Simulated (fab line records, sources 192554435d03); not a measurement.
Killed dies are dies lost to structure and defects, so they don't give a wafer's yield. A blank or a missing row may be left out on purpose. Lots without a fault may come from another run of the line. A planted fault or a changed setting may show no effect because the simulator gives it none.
fab line records | flow n5_finfet
record lots=7 wafers=39
route steps=1938 shown ZERO_LAYER@4 FIN_SAQP@96 SD_EPI_N@288 SD_EPI_P@321 GATE_CUT@510 BEOL_M0_SAQP@648 BEOL_M2@902 BEOL_M3@980 BEOL_M4@1070 BEOL_M6@1254 BEOL_M9@1460 BEOL_M12@1648 BEOL_M15@1802 PASSIVATION@1936
start_h: hours from the record's first day to the start of the lot's first wafer shown | wait_h: hours since the lot's step before | " the same as in the row above | L1.1+2: a row that stands for several wafers | - no value, or no start given | * or withheld: withheld | < > ~ a bound
route shown NAME@n: a module of which the file shows steps, and the number in the route of the first | usual: mean/standard deviation of fault-free wafers | same: alike in all rows | chamber/n: place in a boat | sites: the reading at each site | _std_site: their standard deviation | _edge_site: outer sites' mean less inner sites' | radius_mm: how far each site lies from the wafer's centre | mask NAME#n: copy n | behind: the tool/chamber that last shaped the wafer | hold: why the lot was held/for how many hours/how that ended | device: the transistor (n, p or np) that didn't switch | end of line: the same wafers' tests at the end of the route | a step without rows: its recipe alone | killed: dies lost to structure and defects at the first sort, not the wafer's yield | map: a wafer's dies, x killed, . not, _ none there
set.NAME: the setting as run; set.NAME@STEP: as run at that earlier step | model.NAME: the simulator's own value behind a step, which no gauge read
lots whose settings were changed on purpose; a table a step, a row a wafer
## steps
# step N5_ZERO_LAYER_PECVD_02
# recipe material=SiO2 target_thk_a=100 temp_c=400 precursor=SiH4/N2O pressure_torr=0.75 rf_w=275 time_s=6
# step N5_FIN_SAQP_HM_DEP_03
# recipe material=SiNx target_thk_a=380 temp_c=400 precursor=SiH4/NH3/N2 pressure_torr=1.5 rf_w=300 time_s=33.6
# step N5_SD_EPI_N_EPI_21
# recipe material=Si:P dopant=P temp_c=680 pressure_torr=255 time_s=690
# step N5_SD_EPI_P_EPI_21
# recipe material=SiGe:B dopant=B temp_c=550 pressure_torr=20 ambient=H2 time_s=355
# step N5_GATE_CUT_ALD_22
# recipe material=SiNx target_thk_a=160 temp_c=400 ald_precursor_family=SiH2I2 ald_co_reactant=N2/H2-plasma pulse_time_s=1 ald_cycles=320 purge_time_s=2 co_reactant_purge_time_s=2 pressure_torr=2
# step N5_BEOL_M0_SAQP_DEVELOP_13
# recipe develop_time_s=30 developer=TMAH resist=CAR-ArF dev_temp_c=23 rinse_liquid=diw dry=air_spin
# step N5_BEOL_M2_SURFACE_TREAT_85
# recipe gas=Ar time_s=* ion_energy_ev=* ion_current_ma_cm2=0.5 pressure_mtorr=* ar_flow_sccm=30
# step N5_BEOL_M3_TRENCH_ETCH_37
# recipe chemistry=C4F6/O2 target_depth_a=555.55 target=SiOC time_s=29.2 ion_energy_ev=250 pressure_mtorr=30 source_w=355 bias_w=185 Ar_flow_sccm=300 C4F6_flow_sccm=10 O2_flow_sccm=10
# step N5_BEOL_M4_TRENCH_ETCH_37
# step N5_BEOL_M6_SPUTTER_48
# recipe material=Cu target_thk_a=100 temp_c=-20 bias_v=60 power_w=26000 chamber_pressure_pa=0.13 time_s=1.667
# step N5_BEOL_M9_CVD_78
# recipe material=Co target_thk_a=20 temp_c=withheld precursor=CCTBA/H2 pressure_torr=30 time_s=138.9
# step N5_BEOL_M12_SPUTTER_43
# recipe material=TaN target_thk_a=150 temp_c=50 bias_v=168.6 power_w=15000 chamber_pressure_pa=0.12 time_s=24.19
# step N5_BEOL_M15_DEVELOP_27
# recipe develop_time_s=45 rinse_liquid=diw dry=air_spin dev_temp_c=21
# step N5_BEOL_M15_SPUTTER_43
# step N5_PASSIVATION_PROBE_49
# usual sort_bin_8_speed=0/0
# columns lot.wafer tool chamber start_h wait_h set.time_s@ZERO_LAYER_PECVD_02 set.target_thk_a@FIN_SAQP_HM_DEP_03 set.epi_growth_time_s@SD_EPI_N_EPI_21 set.time_s@SD_EPI_P_EPI_21 set.ald_cycles@GATE_CUT_ALD_22 set.develop_time_s@BEOL_M0_SAQP_DEVELOP_13 set.time_s@BEOL_M2_SURFACE_TREAT_85 set.time_s@BEOL_M3_TRENCH_ETCH_37 set.time_s@BEOL_M4_TRENCH_ETCH_37 set.target_thk_a@BEOL_M6_SPUTTER_48 set.target_thk_a@BEOL_M9_CVD_78 set.time_s@BEOL_M12_SPUTTER_43 set.develop_time_s@BEOL_M15_DEVELOP_27 set.target_thk_a@BEOL_M15_SPUTTER_43 sort_bin_8_speed[%]
L074.1 prober-02 - 264.78 0.0 6 380 1018 196.1 320 14.67 * 29.2 29.2 100 20 24.19 27.61 109.9 74.66
L074.2 prober-02 - 264.83 0.1 4.693 380 690 355 320 14.67 * 12.12 29.2 41.65 20 24.19 45 150 0
L074.3 prober-02 - 264.88 0.1 4.693 521 1018 355 320 30 * 29.2 29.2 41.65 20 10.07 27.61 109.9 0
L074.4 prober-02 - 264.93 0.2 6 521 1018 196.1 258 14.67 * 12.12 29.2 41.65 20 10.07 27.61 150 54.15
L074.5 prober-02 - 264.98 0.2 6 521 690 355 258 30 * 29.2 29.2 100 20 24.19 45 150 0
L074.6 prober-02 - 265.03 0.3 4.693 380 690 196.1 258 30 * 12.12 29.2 100 20 10.07 45 109.9 66.10
L075.1 prober-02 - 279.51 0.0 6 296.2 690 355 320 30 * 29.2 29.2 100 20 24.19 28.54 150 0
L075.2 prober-02 - 279.56 0.1 6 380 317.8 355 320 30 * 16.93 11.75 100 10.22 24.19 45 150 0
L075.3 prober-02 - 279.61 0.1 3.234 380 317.8 235.9 320 18.26 * 29.2 29.2 100 10.22 24.19 45 150 3.47
L075.4 prober-02 - 279.66 0.2 6 380 690 235.9 320 18.26 * 16.93 11.75 100 20 24.19 28.54 150 0
L075.5 prober-02 - 279.71 0.2 3.234 296.2 690 235.9 320 30 * 16.93 29.2 100 10.22 24.19 28.54 150 1.44
L075.6 prober-02 - 279.76 0.3 3.234 296.2 317.8 355 320 18.26 * 29.2 11.75 100 20 24.19 45 150 0
L085.1 prober-02 - 335.06 0.0 6 474.8 403.2 355 320 30 * 22.8 29.2 100 29.92 24.19 45 150 0.25
L085.2 prober-02 - 335.11 0.1 6 380 403.2 355 137 30 * 22.8 29.2 53.66 29.92 24.19 45 150 0
L085.3 prober-02 - 335.16 0.1 6 380 403.2 355 320 43.03 * 29.2 29.2 100 29.92 11.54 45 150 0
L085.4 prober-02 - 335.21 0.2 6 380 690 355 137 30 * 29.2 29.2 100 20 11.54 45 150 0
L085.5 prober-02 - 335.26 0.2 6 474.8 690 355 320 43.03 * 29.2 29.2 53.66 20 24.19 45 150 0
L085.6 prober-02 - 335.31 0.3 6 474.8 690 355 137 43.03 * 22.8 29.2 53.66 20 11.54 45 150 0
L083.1 prober-01 - 343.86 0.0 6 380 690 355 320 30 * 29.2 29.2 100 20 24.19 45 150 0
L083.5 prober-01 - 344.06 0.2 6 380 690 355 320 30 * 29.2 29.2 100 20 24.19 45 150 0
L083.6 prober-01 - 344.11 0.3 6 380 690 355 320 30 * 29.2 29.2 100 20 24.19 45 150 0
L086.1 prober-01 - 354.76 0.0 6 218.6 328.8 298.4 320 30 * 29.2 29.2 126.6 16.03 14.91 45 92.33 0
L086.2 prober-01 - 354.81 0.1 6 218.6 690 355 320 14.59 * 29.2 19.56 126.6 20 24.19 45 92.33 2.88
L086.3 prober-01 - 354.86 0.1 7.379 218.6 690 355 478 30 * 22.44 19.56 100 16.03 14.91 45 150 7.97
L086.4 prober-01 - 354.91 0.2 6 380 328.8 355 478 30 * 29.2 29.2 100 16.03 24.19 45 92.33 0.34
L086.5 prober-01 - 354.96 0.2 7.379 380 690 298.4 478 14.59 * 22.44 19.56 126.6 20 24.19 45 150 11.61
L086.6 prober-01 - 355.01 0.3 7.379 380 328.8 298.4 320 14.59 * 22.44 29.2 100 20 14.91 45 150 0.08
L088.1 prober-02 - 375.12 0.0 6 380 690 355 320 30 * 17.79 44.13 129 20 31.54 45 150 0
L088.2 prober-02 - 375.17 0.1 6 494.6 690 156.9 320 47.93 * 29.2 44.13 129 29.3 31.54 65.29 126.6 91.19
L088.3 prober-02 - 375.22 0.1 6 494.6 436.9 156.9 320 30 * 17.79 29.2 100 20 31.54 65.29 126.6 88.81
L088.4 prober-02 - 375.27 0.2 6 380 436.9 156.9 320 30 * 29.2 44.13 100 29.3 24.19 45 126.6 89.24
L088.5 prober-02 - 375.32 0.2 6 494.6 436.9 355 320 47.93 * 29.2 29.2 100 20 24.19 45 150 0
L088.6 prober-02 - 375.37 0.3 6 380 690 355 320 47.93 * 17.79 29.2 129 29.3 24.19 65.29 150 0
L096.1 prober-02 - 416.80 0.0 6 380 690 355 182 30 * 29.2 29.2 100 23.59 24.19 26.26 150 0
L096.2 prober-02 - 416.85 0.1 9.447 380 690 298 320 22.84 * 20.23 29.2 100 20 24.19 26.26 150 0
L096.3 prober-02 - 416.90 0.1 9.447 460.1 493.6 298 320 30 * 29.2 29.2 100 23.59 24.19 45 150 0
L096.4 prober-02 - 416.95 0.2 9.447 460.1 690 355 182 22.84 * 29.2 29.2 100 20 24.19 45 101.4 0
L096.5 prober-02 - 417.00 0.2 6 460.1 493.6 355 320 30 * 20.23 29.2 100 20 24.19 45 101.4 0
L096.6 prober-02 - 417.05 0.3 6 380 493.6 298 182 22.84 * 20.23 29.2 100 23.59 24.19 26.26 101.4 0
# killed by level:class
L074.1 STI_FIN_REVEAL:geometric_particle:open=13 FIN_SAQP:geometric_particle:open=12 BEOL_M0_SAQP:geometric_particle:short=7 MOL_CONTACT_COAG:geometric_particle:open=6 STARTING-WAFER:geometric_particle:open=5 FIN_SAQP:geometric_particle:short=4 DUMMY_GATE:geometric_particle:open=4 BEOL_M4:geometric_particle:open=3
L074.2 BEOL_M6:interface_void_opened=175 MOL_CONTACT_COAG:geometric_particle:open=16 BEOL_M0_SAQP:geometric_particle:short=13 BEOL_M1:geometric_particle:open=8 BEOL_M0_SAQP:geometric_particle:open=8 FIN_SAQP:geometric_particle:open=7 DUMMY_GATE:geometric_particle:open=6 FIN_SAQP:geometric_particle:short=4
L074.3 BEOL_M6:interface_void_opened=171 BEOL_M0_SAQP:geometric_particle:short=10 BEOL_M0_SAQP:geometric_particle:open=8 FIN_SAQP:geometric_particle:short=7 FIN_SAQP:geometric_particle:open=6 STI_FIN_REVEAL:geometric_particle:open=6 GATE_CUT:geometric_particle:short=5 MOL_CONTACT_COAG:geometric_particle:open=5
L074.4 BEOL_M6:interface_void_opened=161 MOL_CONTACT_COAG:geometric_particle:open=11 BEOL_M3:geometric_particle:open=9 BEOL_M0_SAQP:geometric_particle:open=5 PASS1_CAP:geometric_particle:short=5 FIN_SAQP:geometric_particle:short=4 FIN_SAQP:geometric_particle:open=3 DUMMY_GATE:geometric_particle:open=3
L074.5 BEOL_M3:geometric_particle:open=11 BEOL_M0_SAQP:geometric_particle:open=11 BEOL_M0_SAQP:geometric_particle:short=10 FIN_SAQP:geometric_particle:open=9 FIN_SAQP:geometric_particle:short=7 DUMMY_GATE:geometric_particle:open=7 MOL_CONTACT_COAG:geometric_particle:open=7 BEOL_M4:geometric_particle:open=5
L074.6 FIN_SAQP:geometric_particle:open=18 FIN_SAQP:geometric_particle:short=12 BEOL_M0_SAQP:geometric_particle:short=12 MOL_CONTACT_COAG:geometric_particle:open=10 BEOL_M0_SAQP:geometric_particle:open=8 DUMMY_GATE:geometric_particle:open=5 GATE_CUT:geometric_particle:short=4 BEOL_M3:geometric_particle:open=4
L075.1 MOL_CONTACT_COAG:geometric_particle:open=28 STI_FIN_REVEAL:geometric_particle:open=12 GATE_CUT:geometric_particle:short=7 BEOL_M4:geometric_particle:open=6 ILD0:geometric_particle:short=5 FIN_SAQP:geometric_particle:open=4 DUMMY_GATE:geometric_particle:short=4 GATE_CUT:geometric_particle:open=4
L075.2 BEOL_M4:area_ecd=1082 MOL_CONTACT_COAG:geometric_particle:open=31 BEOL_M1:geometric_particle:open=6 BEOL_M4:geometric_particle:open=6 STI_FIN_REVEAL:geometric_particle:open=4 BEOL_M1:geometric_particle:short=4 BEOL_M3:geometric_particle:short=4 BEOL_M3:geometric_particle:open=4
L075.3 MOL_CONTACT_COAG:geometric_particle:open=18 BEOL_M0_SAQP:geometric_particle:short=10 STI_FIN_REVEAL:geometric_particle:open=7 MOL_CONTACT_COAG:geometric_particle:short=7 STARTING-WAFER:geometric_particle:open=7 FIN_SAQP:geometric_particle:open=6 BEOL_M1:geometric_particle:open=6 GATE_CUT:geometric_particle:short=5
L075.4 BEOL_M4:area_ecd=1055 FIN_SAQP:geometric_particle:short=13 MOL_CONTACT_COAG:geometric_particle:open=13 FIN_SAQP:geometric_particle:open=11 STI_FIN_REVEAL:geometric_particle:open=11 GATE_CUT:geometric_particle:short=11 BEOL_M0_SAQP:geometric_particle:short=10 BEOL_M3:geometric_particle:open=7
L075.5 MOL_CONTACT_COAG:geometric_particle:open=23 STI_FIN_REVEAL:geometric_particle:open=12 MOL_CONTACT_COAG:geometric_particle:short=7 BEOL_M3:geometric_particle:open=7 BEOL_M0_SAQP:geometric_particle:short=6 BEOL_M0_SAQP:geometric_particle:open=6 BEOL_M4:geometric_particle:open=6 FIN_SAQP:geometric_particle:open=4
L075.6 BEOL_M4:area_ecd=1061 STI_FIN_REVEAL:geometric_particle:open=24 MOL_CONTACT_COAG:geometric_particle:open=10 BEOL_M1:geometric_particle:open=9 BEOL_M0_SAQP:geometric_particle:open=8 GATE_CUT:geometric_particle:short=7 MIM_TOP_ETCH:geometric_particle:open=5 BEOL_M0_SAQP:geometric_particle:short=4
L085.1 FIN_SAQP:geometric_particle:open=11 MOL_CONTACT_COAG:geometric_particle:open=10 BEOL_M2:geometric_particle:open=8 STI_FIN_REVEAL:geometric_particle:open=7 BEOL_M1:geometric_particle:open=7 MOL_CONTACT_COAG:geometric_particle:short=6 BEOL_M0_SAQP:geometric_particle:open=4 BEOL_M0_SAQP:geometric_particle:short=4
L085.2 BEOL_M6:interface_void_opened=85 BEOL_M4:geometric_particle:open=14 BEOL_M2:geometric_particle:open=11 STI_FIN_REVEAL:geometric_particle:open=6 BEOL_M1:geometric_particle:open=6 BEOL_M4:geometric_particle:short=6 MOL_CONTACT_COAG:geometric_particle:open=5 BEOL_M3:geometric_particle:open=5
L085.3 BEOL_M4:geometric_particle:open=18 BEOL_M0_SAQP:geometric_particle:short=13 STI_FIN_REVEAL:geometric_particle:open=10 BEOL_M1:geometric_particle:open=7 BEOL_M0_SAQP:geometric_particle:open=7 MOL_CONTACT_COAG:geometric_particle:open=6 BEOL_M4:geometric_particle:short=5 BEOL_M1:geometric_particle:short=3
L085.4 STI_FIN_REVEAL:geometric_particle:open=10 MOL_CONTACT_COAG:geometric_particle:open=8 BEOL_M2:geometric_particle:open=8 ILD0:geometric_particle:open=7 BEOL_M0_SAQP:geometric_particle:short=7 BEOL_M4:geometric_particle:open=7 BEOL_M0_SAQP:geometric_particle:open=4 BEOL_M1:geometric_particle:open=4
L085.5 BEOL_M6:interface_void_opened=82 STI_FIN_REVEAL:geometric_particle:open=18 MOL_CONTACT_COAG:geometric_particle:open=13 BEOL_M0_SAQP:geometric_particle:short=8 FIN_SAQP:geometric_particle:open=7 BEOL_M1:geometric_particle:open=6 BEOL_M3:geometric_particle:open=5 STARTING-WAFER:geometric_particle:short=5
L085.6 BEOL_M6:interface_void_opened=80 BEOL_M2:geometric_particle:open=11 BEOL_M1:geometric_particle:open=10 BEOL_M4:geometric_particle:open=10 FIN_SAQP:geometric_particle:open=9 FIN_SAQP:geometric_particle:short=8 BEOL_M3:geometric_particle:open=7 BEOL_M0_SAQP:geometric_particle:open=5
L083.1 MOL_CONTACT_COAG:geometric_particle:open=16 BEOL_M0_SAQP:geometric_particle:open=9 BEOL_M2:geometric_particle:open=7 MOL_CONTACT_COAG:geometric_particle:short=6 BEOL_M0_SAQP:geometric_particle:short=5 BEOL_M4:geometric_particle:open=5 BEOL_M5:geometric_particle:open=4 FIN_SAQP:geometric_particle:short=3
L083.5 MOL_CONTACT_COAG:geometric_particle:open=17 BEOL_M2:geometric_particle:open=12 BEOL_M0_SAQP:geometric_particle:open=6 GATE_CUT:geometric_particle:short=5 BEOL_M4:geometric_particle:open=5 BEOL_M4:geometric_particle:short=4 MOL_CONTACT_COAG:geometric_particle:short=4 BEOL_M3:geometric_particle:open=4
L083.6 MOL_CONTACT_COAG:geometric_particle:open=16 BEOL_M2:geometric_particle:open=9 BEOL_M4:geometric_particle:open=9 GATE_CUT:geometric_particle:short=7 BEOL_M0_SAQP:geometric_particle:short=6 FIN_SAQP:geometric_particle:open=5 BEOL_M0_SAQP:geometric_particle:open=5 PAD_METAL:geometric_particle:open=5
L086.1 STI_FIN_REVEAL:geometric_particle:open=15 BEOL_M0_SAQP:geometric_particle:short=12 BEOL_M1:geometric_particle:open=10 MOL_CONTACT_COAG:geometric_particle:open=8 BEOL_M0_SAQP:geometric_particle:open=8 BEOL_M2:geometric_particle:open=5 BEOL_M3:geometric_particle:open=5 STI_FIN_REVEAL:geometric_particle:short=4
L086.2 BEOL_M4:area_ecd=34 BEOL_M1:geometric_particle:open=14 BEOL_M3:geometric_particle:open=10 MOL_CONTACT_COAG:geometric_particle:open=5 BEOL_M0_SAQP:geometric_particle:open=4 BEOL_M2:geometric_particle:open=4 BEOL_M0_SAQP:geometric_particle:short=3 BEOL_M3:geometric_particle:short=3
L086.3 BEOL_M4:area_ecd=94 STI_FIN_REVEAL:geometric_particle:open=10 MOL_CONTACT_COAG:geometric_particle:open=9 BEOL_M2:geometric_particle:open=8 GATE_CUT:geometric_particle:short=6 BEOL_M1:geometric_particle:open=4 BEOL_M3:geometric_particle:open=4 FIN_CUT:geometric_particle:short=3
L086.4 BEOL_M2:geometric_particle:open=13 BEOL_M3:geometric_particle:open=9 FIN_SAQP:geometric_particle:open=8 MOL_CONTACT_COAG:geometric_particle:open=7 BEOL_M4:geometric_particle:open=6 GATE_CUT:geometric_particle:short=5 STI_FIN_REVEAL:geometric_particle:open=4 ILD0:geometric_particle:open=4
L086.5 BEOL_M4:area_ecd=137 STI_FIN_REVEAL:geometric_particle:open=8 BEOL_M3:geometric_particle:open=8 BEOL_M2:geometric_particle:open=7 GATE_CUT:geometric_particle:short=6 MOL_CONTACT_COAG:geometric_particle:open=6 BEOL_M0_SAQP:geometric_particle:short=5 BEOL_M6:geometric_particle:open=4
L086.6 MOL_CONTACT_COAG:geometric_particle:open=12 BEOL_M3:geometric_particle:open=11 BEOL_M0_SAQP:geometric_particle:open=9 BEOL_M0_SAQP:geometric_particle:short=7 STI_FIN_REVEAL:geometric_particle:open=6 GATE_CUT:geometric_particle:open=5 BEOL_M4:geometric_particle:open=4 MOL_CONTACT_COAG:geometric_particle:short=3
L088.1 STI_FIN_REVEAL:geometric_particle:open=16 FIN_SAQP:geometric_particle:open=11 MOL_CONTACT_COAG:geometric_particle:open=11 BEOL_M3:geometric_particle:open=8 BEOL_M0_SAQP:geometric_particle:short=8 BEOL_M0_SAQP:geometric_particle:open=7 FIN_SAQP:geometric_particle:short=6 BEOL_M2:geometric_particle:open=6
L088.2 MOL_CONTACT_COAG:geometric_particle:open=20 FIN_SAQP:geometric_particle:open=8 BEOL_M3:geometric_particle:open=8 GATE_CUT:geometric_particle:short=7 BEOL_M2:geometric_particle:open=7 FIN_SAQP:geometric_particle:short=6 BEOL_M0_SAQP:geometric_particle:open=6 BEOL_M0_SAQP:geometric_particle:short=6
L088.3 FIN_SAQP:geometric_particle:open=24 STI_FIN_REVEAL:geometric_particle:open=20 FIN_SAQP:geometric_particle:short=15 STI_FIN_REVEAL:geometric_particle:short=9 MOL_CONTACT_COAG:geometric_particle:open=7 BEOL_M0_SAQP:geometric_particle:open=6 BEOL_M4:geometric_particle:open=5 BEOL_M2:geometric_particle:open=4
L088.4 MOL_CONTACT_COAG:geometric_particle:open=11 BEOL_M4:geometric_particle:open=9 FIN_SAQP:geometric_particle:open=7 GATE_CUT:geometric_particle:short=7 BEOL_M1:geometric_particle:open=6 GATE_CUT:geometric_particle:open=6 STI_FIN_REVEAL:geometric_particle:open=5 BEOL_M0_SAQP:geometric_particle:short=5
L088.5 STI_FIN_REVEAL:geometric_particle:open=15 FIN_SAQP:geometric_particle:short=14 FIN_SAQP:geometric_particle:open=10 BEOL_M0_SAQP:geometric_particle:short=9 BEOL_M1:geometric_particle:open=7 MOL_CONTACT_COAG:geometric_particle:open=6 STARTING-WAFER:geometric_particle:open=4 BEOL_M4:geometric_particle:open=4
L088.6 MOL_CONTACT_COAG:geometric_particle:open=11 FIN_SAQP:geometric_particle:open=10 BEOL_M0_SAQP:geometric_particle:open=10 FIN_SAQP:geometric_particle:short=8 STI_FIN_REVEAL:geometric_particle:open=8 BEOL_M3:geometric_particle:open=7 BEOL_M0_SAQP:geometric_particle:short=6 BEOL_M4:geometric_particle:open=6
L096.1 MOL_CONTACT_COAG:geometric_particle:open=19 BEOL_M2:geometric_particle:open=11 BEOL_M1:geometric_particle:open=8 BEOL_M3:geometric_particle:open=7 MOL_CONTACT_COAG:geometric_particle:short=5 STI_FIN_REVEAL:geometric_particle:open=4 STI_FIN_REVEAL:geometric_particle:short=4 FIN_SAQP:geometric_particle:open=3
L096.2 MOL_CONTACT_COAG:geometric_particle:open=19 FIN_SAQP:geometric_particle:open=13 BEOL_M0_SAQP:geometric_particle:short=11 MOL_CONTACT_COAG:geometric_particle:short=10 BEOL_M4:geometric_particle:open=8 BEOL_M0_SAQP:geometric_particle:open=7 BEOL_M2:geometric_particle:open=7 BEOL_M3:geometric_particle:open=7
L096.3 FIN_SAQP:geometric_particle:open=15 STI_FIN_REVEAL:geometric_particle:open=14 MOL_CONTACT_COAG:geometric_particle:open=13 BEOL_M4:geometric_particle:open=10 FIN_SAQP:geometric_particle:short=9 BEOL_M0_SAQP:geometric_particle:open=8 PASS1_CAP:geometric_particle:open=6 BEOL_M0_SAQP:geometric_particle:short=6
L096.4 FIN_SAQP:geometric_particle:open=19 BEOL_M0_SAQP:geometric_particle:short=15 BEOL_M0_SAQP:geometric_particle:open=11 BEOL_M2:geometric_particle:open=11 BEOL_M4:geometric_particle:open=10 MOL_CONTACT_COAG:geometric_particle:open=8 BEOL_M1:geometric_particle:open=6 FIN_SAQP:geometric_particle:short=5
L096.5 BEOL_M4:geometric_particle:open=20 MOL_CONTACT_COAG:geometric_particle:open=12 BEOL_M2:geometric_particle:open=12 BEOL_M0_SAQP:geometric_particle:short=11 STI_FIN_REVEAL:geometric_particle:open=10 BEOL_M0_SAQP:geometric_particle:open=6 DUMMY_GATE:geometric_particle:open=5 MOL_CONTACT_COAG:geometric_particle:short=5
L096.6 BEOL_M4:geometric_particle:open=18 STI_FIN_REVEAL:geometric_particle:open=12 BEOL_M0_SAQP:geometric_particle:open=12 MOL_CONTACT_COAG:geometric_particle:open=8 BEOL_M0_SAQP:geometric_particle:short=8 BEOL_M1:geometric_particle:open=8 MOL_CONTACT_COAG:geometric_particle:short=6 BEOL_M4:geometric_particle:short=5
## key
split step=N5_ZERO_LAYER_PECVD_02 setting=time_s stated_as=6
response none clear
split step=N5_FIN_SAQP_HM_DEP_03 setting=target_thk_a stated_as=380
response none clear
split step=N5_SD_EPI_N_EPI_21 setting=epi_growth_time_s stated_as=690
response none clear
split step=N5_SD_EPI_P_EPI_21 setting=time_s stated_as=355
response step=N5_PASSIVATION_PROBE_49 reading=sort_bin_8_speed slope=-1.23 per=1% together_with=all explained=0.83
split step=N5_GATE_CUT_ALD_22 setting=ald_cycles stated_as=320
response none clear
split step=N5_BEOL_M0_SAQP_DEVELOP_13 setting=develop_time_s stated_as=30
response none clear
split step=N5_BEOL_M2_SURFACE_TREAT_85 setting=time_s stated_as=*
response none clear
split step=N5_BEOL_M3_TRENCH_ETCH_37 setting=time_s stated_as=29.2
response none clear
split step=N5_BEOL_M4_TRENCH_ETCH_37 setting=time_s stated_as=29.2
response none clear
split step=N5_BEOL_M6_SPUTTER_48 setting=target_thk_a stated_as=100
response none clear
split step=N5_BEOL_M9_CVD_78 setting=target_thk_a stated_as=20
response none clear
split step=N5_BEOL_M12_SPUTTER_43 setting=time_s stated_as=24.19
response none clear
split step=N5_BEOL_M15_DEVELOP_27 setting=develop_time_s stated_as=45
response none clear
split step=N5_BEOL_M15_SPUTTER_43 setting=target_thk_a stated_as=150
response none clear
